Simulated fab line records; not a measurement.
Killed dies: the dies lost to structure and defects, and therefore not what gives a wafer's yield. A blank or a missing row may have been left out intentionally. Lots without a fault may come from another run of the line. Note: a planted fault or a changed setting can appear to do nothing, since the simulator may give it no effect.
fab line records | flow nand_harc
record lots=6 | wafers=18 | last_day=32
route steps=1302 shown A_SGD_CUT@916 A_SLIT@922 END@1302
lots that met no fault: taken from a fault-free run of the same line
start_h: hours from the record's first day to the start of the lot's first wafer shown | wait_h: time in hours since the lot's previous step | " the same as in the row above | L1.1+2: a single row standing in for several wafers | - either no value or no given start | * or withheld: withheld | < > ~ a bound
route shown NAME@n: NAME is a module with steps in the file, n the number in the route of the first one | usual: mean/standard deviation of fault-free wafers | same: alike in all rows | chamber/n: place in a boat | sites: per-site readings | _std_site: how widely they spread, as a standard deviation | _edge_site: the outer-site mean with the inner-site mean subtracted | radius_mm: for every site, how far away it sits from the centre of the wafer | mask NAME#n: copy n | behind: the tool/chamber that last shaped the wafer | hold: the reason the lot was held/the length of the hold in hours/how it ended | device: whichever transistor did not switch (one of n, p or np) | end of line: tests run on the same wafers once the route is complete | step lacking rows: just its recipe | killed: the dies lost at the first sort to structure and to defects; this is not the yield of the wafer | map: dies across one wafer; x = killed, . = not, _ = none there
set.NAME: the setting as run; set.NAME@STEP: as run at that earlier step | model.NAME: the simulator's own value behind a step, which no gauge read
a table for each step, a row for each wafer; lots at some steps of the route
services: from which hour (start_h, from the record's first day; less than 0 if before it) a tool's chamber was out of use, for how many hours, and why
## steps
# step NHARC_A_SGD_CUT_THK_MEAS_22
# recipe thk_meas_gauge=ellipsometry
# usual thk_nm=148.2/1.4
lot.wafer | tool          | chamber | start_h | wait_h | thk_nm
L417.3    | film_metro-01 | -       | 442.77  | 0.2    | 148.0
L417.4    | "             | -       | "       | "      | 146.4
L417.6    | "             | -       | "       | "      | 147.9
L418.4    | film_metro-01 | -       | 462.23  | 0.2    | 148.8
L418.5    | "             | -       | "       | "      | 147.7
L418.6    | "             | -       | "       | "      | 151.6
L430.2    | film_metro-02 | -       | 580.38  | 0.2    | 148.8
L430.3    | "             | -       | "       | "      | 148.0
L430.5    | "             | -       | "       | "      | 147.7
L433.2    | film_metro-01 | -       | 603.07  | 0.2    | 146.8
L433.3    | "             | -       | "       | "      | 147.4
L433.6    | "             | -       | "       | "      | 147.2
L435.1    | film_metro-01 | -       | 624.40  | 0.2    | 148.5
L435.2    | "             | -       | "       | "      | 148.5
L435.3    | "             | -       | "       | "      | 147.9
L440.1    | film_metro-02 | -       | 660.46  | 0.2    | 147.9
L440.3    | "             | -       | "       | "      | 149.1
L440.4    | "             | -       | "       | "      | 148.1
# step NHARC_A_SGD_CUT_SRD_23
# step NHARC_A_SGD_CUT_ETCH_26
# recipe target_depth_a=458 | chemistry=dHF | material=SiO2
# step NHARC_A_SGD_CUT_ETCHBACK_24
# recipe target_depth_a=500 | over_etch_frac=0.3 | time_s=92.857 | ion_energy_ev=120 | ch3f_flow_sccm=50 | o2_flow_sccm=30 | ar_flow_sccm=200 | rf_w=500 | bias_w=100 | chemistry=CH3F/O2
# usual bias_w=100.0/0.3 | drypump_motor_current_A=5.8/0.46 | oes_product_au=0.97/0.034 | rf_fwd_power_W=496.6/2 | rf_vpp_V=243.8/1.3 | showerhead_plenum_p_Torr=2.42/0.081 | throttle_valve_pct=20.664/0.0094
lot.wafer | tool        | chamber | start_h | wait_h | bias_w | drypump_motor_current_A | oes_product_au | rf_fwd_power_W | rf_hours_counter_h | rf_vpp_V | showerhead_plenum_p_Torr | throttle_valve_pct
L417.4    | rie_diel-11 | 3       | 442.99  | 0.2    | 100.2  | 5.9                     | 1.00           | 494.4          | 0                  | 245.5    | 2.54                     | 20.665
L417.3    | "           | 0       | "       | "      | 100.4  | 6.5                     | 1.01           | 497.7          | 0                  | 245.4    | 2.47                     | 20.650
L417.6    | "           | 0       | "       | "      | 100.2  | 6.4                     | 1.00           | 496.4          | -                  | 244.1    | 2.47                     | 20.672
L418.4    | rie_diel-08 | 0       | 462.48  | 0.2    | 99.9   | 5.1                     | 1.01           | 498.2          | 6                  | 244.4    | 2.49                     | 20.658
L418.5    | "           | 2       | "       | "      | 99.9   | 6.0                     | 1.00           | 500.2          | -                  | 245.1    | 2.46                     | 20.657
L418.6    | "           | 3       | "       | "      | 99.8   | 5.6                     | 1.01           | 496.1          | -                  | 244.2    | 2.40                     | 20.651
L430.2    | rie_diel-08 | 0       | 580.61  | 0.1    | 99.7   | 5.1                     | 0.94           | 497.9          | 2                  | 244.7    | 2.49                     | 20.670
L430.3    | "           | 1       | "       | "      | 99.7   | 5.7                     | 0.94           | 496.3          | 2                  | 241.5    | 2.29                     | 20.657
L430.5    | "           | 0       | "       | "      | 100.2  | 5.0                     | 0.94           | 498.4          | -                  | 244.1    | 2.49                     | 20.669
L433.2    | rie_diel-09 | 2       | 603.31  | 0.1    | 100.1  | 5.2                     | 0.93           | 498.9          | 3                  | 243.6    | 2.37                     | 20.665
L433.3    | "           | 3       | "       | "      | 100.0  | 6.5                     | 0.92           | 495.7          | 5                  | 242.1    | 2.30                     | 20.666
L433.6    | "           | 1       | "       | "      | 99.9   | 5.8                     | 0.93           | 495.9          | -                  | 243.0    | 2.38                     | 20.662
L435.3    | rie_diel-11 | 1       | 624.68  | 0.2    | 99.6   | 5.5                     | 1.00           | 498.1          | 1                  | 245.1    | 2.45                     | 20.668
L435.2    | "           | 3       | "       | "      | 99.5   | 5.9                     | 1.00           | 498.0          | 1                  | 244.5    | 2.53                     | 20.662
L435.1    | "           | 0       | "       | "      | 100.3  | 6.4                     | 1.01           | 497.7          | 1                  | 245.1    | 2.47                     | 20.638
L440.1    | rie_diel-08 | 1       | 660.70  | 0.2    | 99.9   | 5.7                     | 1.00           | 499.0          | 6                  | 242.3    | 2.29                     | 20.678
L440.4    | "           | 2       | "       | "      | 100.0  | 6.0                     | 1.00           | 495.0          | 7                  | 243.5    | 2.45                     | 20.672
L440.3    | "           | 3       | "       | "      | 100.2  | 5.6                     | 0.98           | 496.1          | 6                  | 243.3    | 2.40                     | 20.669
# step NHARC_A_SGD_CUT_STRIP_28
# recipe time_s=20 | o2_flow_sccm=500 | ar_flow_sccm=0 | bias_w=0 | chemistry=O2
# usual drypump_motor_current_A=5.8/0.47 | oes_product_au=1.001/0.0073 | rf_vpp_V=57.7/0.97 | showerhead_plenum_p_Torr=3.47/0.11 | throttle_valve_pct=17.034/0.0089
# same bias_w=0
lot.wafer | tool        | chamber | start_h | wait_h | drypump_motor_current_A | oes_product_au | rf_hours_counter_h | rf_vpp_V | showerhead_plenum_p_Torr | throttle_valve_pct
L417.3    | rie_diel-11 | 0       | -       | -      | 6.4                     | 1.000          | 0                  | 56.9     | 3.55                     | 17.036
L417.4    | "           | 1       | "       | "      | 5.5                     | 1.005          | 0                  | 58.9     | 3.52                     | 17.034
L417.6    | "           | 3       | "       | "      | 5.9                     | 1.003          | -                  | 57.3     | 3.64                     | 17.039
L418.4    | rie_diel-08 | 2       | -       | -      | 6.0                     | 0.991          | 7                  | 57.1     | 3.53                     | 17.039
L418.6    | "           | 2       | "       | "      | 6.0                     | 1.006          | -                  | 58.7     | 3.53                     | 17.045
L418.5    | "           | 3       | "       | "      | 5.6                     | 1.006          | -                  | 59.7     | 3.45                     | 17.059
L430.3    | rie_diel-08 | 0       | -       | -      | 5.1                     | 1.000          | 2                  | 59.9     | 3.57                     | 17.042
L430.2    | "           | 2       | "       | "      | 6.0                     | 1.005          | 2                  | 59.8     | 3.52                     | 17.037
L430.5    | "           | 0       | "       | "      | 5.1                     | 0.996          | -                  | 59.6     | 3.57                     | 17.043
L433.2    | rie_diel-09 | 0       | -       | -      | 6.4                     | 1.005          | 5                  | 58.7     | 3.64                     | 17.038
L433.3    | "           | 1       | "       | "      | 5.8                     | 0.999          | 5                  | 58.7     | 3.43                     | 17.020
L433.6    | "           | 3       | "       | "      | 6.5                     | 0.992          | -                  | 56.9     | 3.31                     | 17.033
L435.2    | rie_diel-11 | 2       | -       | -      | 5.8                     | 1.004          | 1                  | 56.9     | 3.44                     | 17.035
L435.1    | "           | 3       | "       | "      | 5.9                     | 1.005          | 1                  | 56.9     | 3.63                     | 17.018
L435.3    | "           | 1       | "       | "      | 5.5                     | 1.006          | 1                  | 56.3     | 3.52                     | 17.036
L440.1    | rie_diel-08 | 2       | -       | -      | 6.0                     | 1.003          | 7                  | 56.9     | 3.52                     | 17.026
L440.4    | "           | 3       | "       | "      | 5.6                     | 1.011          | 6                  | 58.1     | 3.45                     | 17.036
L440.3    | "           | 0       | "       | "      | 5.0                     | 0.987          | 7                  | 59.3     | 3.57                     | 17.040
# step NHARC_A_SGD_CUT_INSPECT_25
# usual raw_defect_count=370/69
lot.wafer | tool              | chamber | start_h | wait_h | raw_defect_count
L417.3    | defect_inspect-01 | -       | 443.23  | -      | 374
L417.4    | "                 | -       | "       | "      | 374
L417.6    | "                 | -       | "       | "      | 331
L418.4    | defect_inspect-02 | -       | 462.69  | -      | 321
L418.5    | "                 | -       | "       | "      | 435
L418.6    | "                 | -       | "       | "      | 425
L430.2    | defect_inspect-02 | -       | 580.87  | -      | 394
L430.3    | "                 | -       | "       | "      | 347
L430.5    | "                 | -       | "       | "      | 362
L433.2    | defect_inspect-02 | -       | 603.54  | -      | 369
L433.3    | "                 | -       | "       | "      | 298
L433.6    | "                 | -       | "       | "      | 324
L435.1    | defect_inspect-02 | -       | 624.92  | -      | 425
L435.2    | "                 | -       | "       | "      | 396
L435.3    | "                 | -       | "       | "      | 437
L440.1    | defect_inspect-01 | -       | 660.93  | -      | 351
L440.3    | "                 | -       | "       | "      | 335
L440.4    | "                 | -       | "       | "      | 414
# step NHARC_A_SLIT_DEP_25
# recipe target_thk_a=2000 | temp_c=400 | pressure_torr=6.5 | rf_w=900 | teos_flow_sccm=161.4 | flow_sccm=2650 | target_thk_nm=200 | gas=O2 | material=SiO2
# usual heater_power_w=588/78 | rf_fwd_power_W=897.2/2.8 | susceptor_temp_C=400.02/0.2 | throttle_valve_pct=15.8/0.51
lot.wafer | tool     | chamber | start_h | wait_h | heater_power_w | rf_fwd_power_W | susceptor_temp_C | throttle_valve_pct
L417.3    | pecvd-03 | 1       | 443.65  | 0.4    | 674            | 892.5          | 400.00           | 15.3
L417.4    | "        | 1       | "       | "      | 670            | 897.7          | 399.89           | 15.3
L417.6    | "        | 2       | "       | "      | 625            | 902.9          | 399.98           | 15.0
L418.5    | pecvd-01 | 1       | 462.88  | 0.2    | 523            | 899.1          | 399.89           | 17.0
L418.6    | "        | 2       | "       | "      | 492            | 897.2          | 399.97           | 15.2
L418.4    | "        | 0       | "       | "      | 521            | 899.0          | 399.69           | 15.4
L430.3    | pecvd-02 | 0       | 580.99  | 0.1    | 639            | 897.7          | 399.74           | 15.5
L430.2    | "        | 1       | "       | "      | 450            | 894.9          | 399.99           | 16.5
L430.5    | "        | 0       | "       | "      | 632            | 901.5          | 399.78           | 15.5
L433.2    | pecvd-01 | 2       | 603.61  | 0.1    | 542            | 901.7          | 399.73           | 15.6
L433.3    | "        | 1       | "       | "      | 646            | 900.6          | 400.13           | 16.7
L433.6    | "        | 2       | "       | "      | 557            | 899.8          | 399.81           | 15.8
L435.2    | pecvd-02 | 2       | 624.99  | 0.1    | 637            | 895.9          | 399.79           | 16.5
L435.3    | "        | 0       | "       | "      | 627            | 899.0          | 400.26           | 15.7
L435.1    | "        | 1       | "       | "      | 397            | 897.8          | 400.03           | 15.8
L440.1    | pecvd-03 | 1       | 661.00  | 0.1    | 671            | 896.2          | 400.28           | 14.9
L440.3    | "        | 2       | "       | "      | 575            | 902.3          | 400.07           | 16.0
L440.4    | "        | 2       | "       | "      | 582            | 899.4          | 399.83           | 15.8
# step NHARC_A_SLIT_DEP_00
# recipe target_thk_a=62000 | temp_c=400 | material=aC
# usual susceptor_temp_C=399.96/0.2 | throttle_valve_pct=35.001/0.0088
lot.wafer | tool       | chamber | start_h | wait_h | susceptor_temp_C | throttle_valve_pct
L417.3    | acl_dep-01 | 0       | 445.21  | -      | 399.97           | 35.003
L417.4    | "          | 0       | "       | "      | 400.23           | 35.006
L417.6    | "          | 0       | 447.09  | -      | 400.01           | 35.006
L418.4    | acl_dep-02 | 0       | 464.99  | -      | 399.70           | 35.009
L418.5    | "          | 0       | "       | "      | 400.11           | 35.009
L418.6    | "          | 0       | "       | "      | 400.01           | 35.005
L430.2    | acl_dep-01 | 0       | 581.96  | -      | 400.03           | 35.005
L430.3    | "          | 0       | "       | "      | 400.28           | 35.010
L430.5    | "          | 0       | 583.84  | -      | 400.27           | 35.001
L433.2    | acl_dep-03 | 0       | 605.02  | -      | 400.19           | 35.008
L433.3    | "          | 0       | "       | "      | 399.96           | 35.020
L433.6    | "          | 0       | 607.56  | -      | 399.99           | 34.965
L435.1    | acl_dep-03 | 0       | 626.41  | -      | 400.15           | 34.996
L435.2    | "          | 0       | "       | "      | 399.84           | 35.002
L435.3    | "          | 0       | "       | "      | 399.90           | 35.005
L440.1    | acl_dep-03 | 0       | 661.33  | -      | 400.06           | 34.997
L440.3    | "          | 0       | 662.60  | -      | 399.98           | 34.995
L440.4    | "          | 0       | "       | "      | 400.02           | 34.999
# step NHARC_A_SLIT_DEP_23
# recipe target_thk_a=1000 | target_thk_nm=100 | temp_c=400 | pressure_torr=3.5 | flow_sccm=200 | rf_w=350 | material=SiON
# usual heater_power_w=773/82 | rf_fwd_power_W=348.4/1.2 | susceptor_temp_C=400.03/0.24
lot.wafer | tool     | chamber | start_h | wait_h | heater_power_w | rf_fwd_power_W | susceptor_temp_C
L417.3    | pecvd-01 | 2       | 447.74  | 1.9    | 798            | 349.1          | 399.78
L417.6    | "        | 2       | "       | "      | 654            | 348.4          | 400.09
L417.4    | "        | 1       | "       | "      | 787            | 350.6          | 400.05
L418.6    | pecvd-02 | 2       | 466.98  | 0.1    | 747            | 348.6          | 400.31
L418.4    | "        | 0       | "       | "      | 867            | 346.5          | 400.02
L418.5    | "        | 1       | "       | "      | 639            | 347.2          | 400.22
L430.3    | pecvd-03 | 1       | 585.11  | 1.9    | 860            | 348.8          | 399.87
L430.2    | "        | 2       | "       | "      | 806            | 349.0          | 399.94
L430.5    | "        | 0       | "       | "      | 775            | 347.1          | 400.49
L433.2    | pecvd-03 | 2       | 608.24  | 2.6    | 859            | 348.2          | 400.03
L433.3    | "        | 1       | "       | "      | 799            | 349.0          | 399.92
L433.6    | "        | 2       | "       | "      | 854            | 350.9          | 400.44
L435.3    | pecvd-03 | 1       | 630.25  | 1.9    | 850            | 350.7          | 399.52
L435.2    | "        | 2       | "       | "      | 847            | 348.2          | 400.36
L435.1    | "        | 0       | "       | "      | 774            | 346.9          | 399.91
L440.3    | pecvd-02 | 0       | 665.18  | 1.9    | 825            | 347.8          | 400.08
L440.1    | "        | 1       | "       | "      | 640            | 348.8          | 400.27
L440.4    | "        | 1       | "       | "      | 620            | 349.6          | 400.45
# step NHARC_A_SLIT_DEHYDRATE_01
# recipe temp_c=150 | time_s=120
# step NHARC_A_SLIT_HMDS_02
# recipe time_s=30
# step NHARC_A_SLIT_COAT_03
# recipe spin_rpm=1500 | resist_thk_nm=90
# step NHARC_A_SLIT_SOFTBAKE_04
# recipe temp_c=105 | time_s=55
# usual heater_power_total_W=188.46/0.14
lot.wafer | tool           | chamber | start_h | wait_h | heater_power_total_W
L417.3    | litho_track-04 | 0       | 448     | -      | 188.75
L417.4    | "              | 0       | "       | "      | 188.39
L417.6    | "              | 0       | "       | "      | 188.44
L418.4    | litho_track-01 | 0       | 467     | -      | 188.46
L418.5    | "              | 0       | "       | "      | 188.44
L418.6    | "              | 0       | "       | "      | 188.44
L430.2    | litho_track-01 | 0       | 585     | -      | 228.52
L430.3    | "              | 0       | "       | "      | 228.07
L430.5    | "              | 0       | "       | "      | 228.41
L433.2    | litho_track-01 | 0       | 608     | -      | 228.43
L433.3    | "              | 0       | "       | "      | 228.45
L433.6    | "              | 0       | "       | "      | 227.94
L435.1    | litho_track-06 | 0       | 630     | -      | 188.38
L435.2    | "              | 0       | "       | "      | 188.29
L435.3    | "              | 0       | "       | "      | 188.69
L440.1    | litho_track-04 | 0       | 665     | -      | 188.43
L440.3    | "              | 0       | "       | "      | 188.39
L440.4    | "              | 0       | "       | "      | 188.77
# step NHARC_A_SLIT_EBR_05
# step NHARC_END_SORT_01
# recipe temp_c=25
# usual killed_at_array=50/14 | killed_at_other=0.9/1 | killed_at_periphery=3.9/2.5 | killed_dies=55/15 | killed_open=3.5/1.9 | killed_short=2.5/1.7
# same gross_dies=677
lot.wafer | tool      | chamber | start_h | wait_h | killed_at_array | killed_at_other | killed_at_periphery | killed_dies | killed_open | killed_short
L417.3    | prober-02 | 0       | 556.46  | 3.1    | 51              | 0               | 1                   | 52          | 6           | 4
L417.4    | prober-02 | 0       | 557.28  | 3.5    | 39              | 0               | 5                   | 44          | 2           | 3
L417.6    | prober-02 | 0       | 558.91  | 4.1    | 38              | 2               | 1                   | 41          | 1           | 2
L430.2    | prober-02 | 0       | 703.77  | 2.8    | 69              | 0               | 2                   | 71          | 4           | 2
L430.3    | prober-02 | 0       | 704.57  | 3.1    | 56              | 0               | 1                   | 57          | 8           | 2
L430.5    | prober-02 | 0       | 706.18  | 3.7    | 62              | 1               | 3                   | 66          | 5           | 3
L440.1    | prober-02 | 0       | 775.88  | 2.5    | 81              | 0               | 8                   | 89          | 7           | 2
L440.3    | prober-02 | 0       | 777.50  | 3.1    | 76              | 1               | 4                   | 81          | 3           | 1
L440.4    | prober-02 | 0       | 778.30  | 3.4    | 57              | 0               | 5                   | 62          | 4           | 2
# killed by level:class
L417.3 A_CHANNEL_HOLE_D1:chamber_film_flake=28 A_STAIRCASE:chamber_film_flake=5 A_ZERO_WELL:chamber_film_flake=3 A_CHANNEL_HOLE_D2:chamber_film_flake=3 A_M0:geometric_particle:open=2 A_CONTACT:chamber_film_flake=2 P_GATE:geometric_particle:short=1 A_CHANNEL_FILL_D1:geometric_particle:short=1
L417.4 A_CHANNEL_HOLE_D1:chamber_film_flake=19 A_CHANNEL_HOLE_D2:chamber_film_flake=7 A_STAIRCASE:chamber_film_flake=4 A_ZERO_WELL:chamber_film_flake=3 P_M0:geometric_particle:short=1 P_M1:geometric_particle:open=1 A_CHANNEL_FILL_D1:geometric_particle:short=1 A_SGD_CUT:geometric_particle:short=1
L417.6 A_CHANNEL_HOLE_D1:chamber_film_flake=18 A_CHANNEL_HOLE_D2:chamber_film_flake=7 A_STAIRCASE:chamber_film_flake=4 A_DECK1_JOINT:chamber_film_flake=3 THIN_TSV:chamber_film_flake=2 A_SOURCE_PLATE:geometric_particle:open=1 A_CHANNEL_FILL_D1:geometric_particle:short=1 A_STAIRCASE:geometric_particle:short=1
L430.2 A_CHANNEL_HOLE_D1:chamber_film_flake=26 A_CHANNEL_HOLE_D2:chamber_film_flake=22 A_STAIRCASE:chamber_film_flake=6 A_CONTACT:chamber_film_flake=4 A_BONDPAD:chamber_film_flake=4 A_DECK1_JOINT:chamber_film_flake=2 P_STI:geometric_particle:short=1 P_M0:geometric_particle:open=1
L430.3 A_CHANNEL_HOLE_D2:chamber_film_flake=22 A_CHANNEL_HOLE_D1:chamber_film_flake=13 A_SLIT:chamber_film_flake=4 A_STAIRCASE:chamber_film_flake=3 A_ONON_D2:geometric_particle:short=2 A_CHANNEL_FILL_D2:geometric_particle:open=2 A_BONDPAD:chamber_film_flake=2 P_M0:geometric_particle:open=1
L430.5 A_CHANNEL_HOLE_D1:chamber_film_flake=28 A_CHANNEL_HOLE_D2:chamber_film_flake=14 A_CONTACT:chamber_film_flake=5 A_STAIRCASE:chamber_film_flake=3 A_BONDPAD:chamber_film_flake=3 A_SLIT:chamber_film_flake=2 P_M0:geometric_particle:open=1 A_SOURCE_PLATE:geometric_particle:open=1
L440.1 A_CHANNEL_HOLE_D2:chamber_film_flake=27 A_SLIT:chamber_film_flake=26 A_CHANNEL_HOLE_D1:chamber_film_flake=11 P_BONDPAD:chamber_film_flake=5 A_WL_FILL:chamber_film_flake=4 A_SGD_CUT:geometric_particle:open=2 P_STI:chamber_film_flake=2 A_STAIRCASE:chamber_film_flake=2
L440.3 A_SLIT:chamber_film_flake=24 A_CHANNEL_HOLE_D2:chamber_film_flake=23 A_CHANNEL_HOLE_D1:chamber_film_flake=13 A_STAIRCASE:chamber_film_flake=6 P_BONDPAD:chamber_film_flake=3 A_CONTACT:chamber_film_flake=3 A_BLC:geometric_particle:open=2 A_CHANNEL_FILL_D1:geometric_particle:short=1
L440.4 A_SLIT:chamber_film_flake=20 A_CHANNEL_HOLE_D1:chamber_film_flake=17 A_CHANNEL_HOLE_D2:chamber_film_flake=12 A_DECK1_JOINT:geometric_particle:open=2 P_BONDPAD:chamber_film_flake=2 A_STAIRCASE:chamber_film_flake=2 P_CONTACT:geometric_particle:open=1 P_M0:geometric_particle:short=1
## services
tool           | chamber | start_h | hours | kind
pecvd-02       | -       | 430.83  | 1.3   | repair
rie_diel-11    | -       | 432.50  | 9.0   | pm
pecvd-02       | -       | 443.18  | 1.0   | repair
rie_diel-11    | 1       | 470.48  | 1.9   | repair
rie_diel-11    | 1       | 472.48  | 6.6   | repair
rie_diel-09    | -       | 477.95  | 0.5   | repair
rie_diel-09    | 0       | 486.36  | 6.4   | repair
acl_dep-03     | -       | 488.60  | 13.0  | pm
pecvd-01       | -       | 492.68  | 13.0  | pm
rie_diel-08    | 3       | 495.83  | 8.4   | repair
rie_diel-09    | -       | 497.10  | 9.0   | pm
litho_track-01 | -       | 505.00  | 7.0   | pm
rie_diel-11    | 1       | 509.15  | 2.6   | repair
rie_diel-11    | 0       | 531.12  | 12.0  | repair
rie_diel-08    | -       | 544.80  | 9.0   | pm
pecvd-03       | -       | 547.16  | 13.0  | pm
pecvd-02       | -       | 589.33  | 13.0  | pm
rie_diel-11    | -       | 609.50  | 9.0   | pm
pecvd-01       | -       | 614.42  | 3.4   | repair
rie_diel-08    | 3       | 622.53  | 9.8   | repair
pecvd-03       | -       | 627.12  | 0.3   | repair
rie_diel-08    | 1       | 633.67  | 10.1  | repair
rie_diel-08    | 1       | 644.34  | 4.9   | repair
rie_diel-08    | 3       | 653.73  | 4.9   | repair
## key
first_sign step=NHARC_A_SLIT_SOFTBAKE_04 | reading=heater_power_total_W | direction=up | sigmas=99+ | usual=* | struck=*
effect none on later readings
met_at NHARC_A_SLIT_SOFTBAKE_04
struck_wafers L430.2,L430.3,L430.5,L433.2,L433.3,L433.6
tester_left_out L430,L433
fault kind=process_parameter_drift | tool=litho_track-01 | chamber=- | onset_h=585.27 | steps=NHARC_A_SLIT_SOFTBAKE_04 | channel=time_s | offset=* | shape=step | end_h=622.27 | acts_in=* | stated=*
# tester_left_out: of these lots the tester's yield and bins aren't shown, on N5 and GAA mostly nor the transistor test; their killed dies are dies lost to structure and defects alone, not to doping, threshold or leakage, so they don't give the yield
